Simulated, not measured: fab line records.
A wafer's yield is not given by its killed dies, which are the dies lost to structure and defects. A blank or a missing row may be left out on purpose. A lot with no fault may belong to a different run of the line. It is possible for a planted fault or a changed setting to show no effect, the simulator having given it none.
Chamber matching :: flow n5-finfet :: 3 sister chambers for N5_BEOL_M0_CO_CAP_123 on cvd-co-02
The step material Co, precursor CCTBA/H2, target thk 2 nm, time 102.1 s. 3 wafers are shown with their chamber, then 12 later ones without.

== WAFERS WITH THEIR CHAMBER ==
wafer: L094.4
chamber: 1
heater-power-w (W): 276

wafer: L094.5
chamber: 0
heater-power-w (W): 250

wafer: L094.6
chamber: 2
heater-power-w (W): 260

== WAFERS WITH NO CHAMBER GIVEN ==
wafer: L095.1
heater-power-w (W): 253

wafer: L095.3
heater-power-w (W): 264

wafer: L095.5
heater-power-w (W): 269

wafer: L096.1
heater-power-w (W): 252

wafer: L096.2
heater-power-w (W): 270

wafer: L096.3
heater-power-w (W): 255

wafer: L096.4
heater-power-w (W): 265

wafer: L096.5
heater-power-w (W): 248

wafer: L096.6
heater-power-w (W): 272

wafer: L097.3
heater-power-w (W): 274

wafer: L097.4
heater-power-w (W): 267

wafer: L097.5
heater-power-w (W): 253

== WHICH CHAMBER EACH WENT THROUGH ==
wafer: L095.1
from the rows above: can't be placed: 0 or 2
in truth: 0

wafer: L095.3
from the rows above: can't be placed: 2 or 1
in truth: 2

wafer: L095.5
from the rows above: can't be placed: 1 or 2
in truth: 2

wafer: L096.1
from the rows above: can't be placed: 0 or 2
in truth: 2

wafer: L096.2
from the rows above: can't be placed: 1 or 2
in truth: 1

wafer: L096.3
from the rows above: can't be placed: 0 or 2
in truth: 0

wafer: L096.4
from the rows above: can't be placed: 2 or 1
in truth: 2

wafer: L096.5
from the rows above: 0
in truth: 0

wafer: L096.6
from the rows above: can't be placed: 1 or 2
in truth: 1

wafer: L097.3
from the rows above: 1
in truth: 1

wafer: L097.4
from the rows above: can't be placed: 2 or 1
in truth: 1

wafer: L097.5
from the rows above: can't be placed: 0 or 2
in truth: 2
Correctly placed: 2 of 12. Not placeable from these rows: 10 (in 10, the candidates include the true chamber). Wrongly placed: 0.
How it was worked out, from the rows above alone: a wafer's distance from a chamber is the root of the sum, over the readings, of the square of ((its reading less the chamber's mean) divided by the reading's scatter). The wafer belongs to the nearest chamber; if the next one is less than 2 further off, it can't be placed. The mean given for a chamber averages the wafers shown for that chamber. The scatter (one wafer shown for each chamber): square how far every hidden wafer sits from the nearest shown wafer, average those squares and take the square root.
